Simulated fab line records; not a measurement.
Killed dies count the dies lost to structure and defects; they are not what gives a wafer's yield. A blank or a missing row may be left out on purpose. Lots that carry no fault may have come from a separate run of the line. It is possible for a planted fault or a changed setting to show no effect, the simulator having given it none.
Chamber matching	flow nand-harc	rie-diel-01 running NHARC_P_BONDPAD_ETCH_37: 4 sister chambers
The step etches the open film in N2/H2, target depth 60 nm, overetch 18 nm, time 65.91 s. 20 wafers are shown with their chamber, then 10 later ones without.

WAFERS PAIRED WITH THEIR CHAMBERS
wafer	chamber	showerhead-plenum-p-Torr (Torr)	drypump-motor-current-A (A)	rf-vpp-V (V)
L077.2	1	1.93	5.7	427.7
L077.4	2	1.90	5.7	427.3
L077.6	0	2.03	6.5	429.9
L082.1	3	2.19	5.2	434.4
L082.2	0	2.03	6.5	430.1
L082.3	2	1.90	5.7	426.5
L082.4	1	1.93	5.7	427.2
L082.5	2	1.90	5.7	427.3
L082.6	1	1.93	5.7	427.4
L083.2	2	1.90	5.6	427.2
L083.4	0	2.03	6.5	430.3
L083.5	3	2.19	5.3	434.0
L085.2	1	1.93	5.7	427.7
L085.3	0	2.03	6.5	428.7
L085.6	3	2.19	5.3	434.2
L086.1	3	2.19	5.3	435.1
L086.4	1	1.92	5.7	425.5
L086.6	3	2.19	5.2	437.0
L088.3	0	2.03	6.5	429.8
L088.4	3	2.19	5.2	433.0

SIGNATURES (averages over the wafers above)
reading	chamber 0	chamber 1	chamber 2	chamber 3	scatter within a chamber
showerhead-plenum-p-Torr	2.0300	1.9280	1.9000	2.1900	0.00224
drypump-motor-current-A	6.500	5.700	5.675	5.250	0.0375
rf-vpp-V	429.760	427.100	427.075	434.617	0.952
Rule: for a wafer and a chamber, the distance is found by dividing, reading by reading, the gap between the wafer's reading and the chamber's mean by the reading's scatter, squaring, summing and taking the root. If the next closest chamber is less than 2 further off than the closest, the wafer can't be placed; otherwise it belongs to the closest. How the scatter is found: for the shown wafers, subtract from each reading the mean of its chamber, square and add these, divide the total by (wafers less chambers), then take the root.

WAFERS WHOSE CHAMBER IS MISSING
wafer	showerhead-plenum-p-Torr (Torr)	drypump-motor-current-A (A)	rf-vpp-V (V)
L088.6	1.90	5.7	426.3
L090.3	2.19	5.3	435.5
L090.4	1.92	5.7	427.0
L090.5	1.90	5.7	425.5
L095.1	1.92	5.7	426.9
L095.3	1.90	5.7	426.6
L095.5	2.19	5.3	434.7
L096.1	1.90	5.7	426.7
L096.2	1.92	5.7	427.0
L096.4	2.19	5.3	436.7

WHICH CHAMBER EACH ONE RAN IN
wafer	from the rows above	in truth
L088.6	2	2
L090.3	3	3
L090.4	1	1
L090.5	2	2
L095.1	1	1
L095.3	2	2
L095.5	3	3
L096.1	2	2
L096.2	1	1
L096.4	3	3
Correct placement for 10 of the 10. Left unplaced by these rows: 0. Wrongly placed: 0.
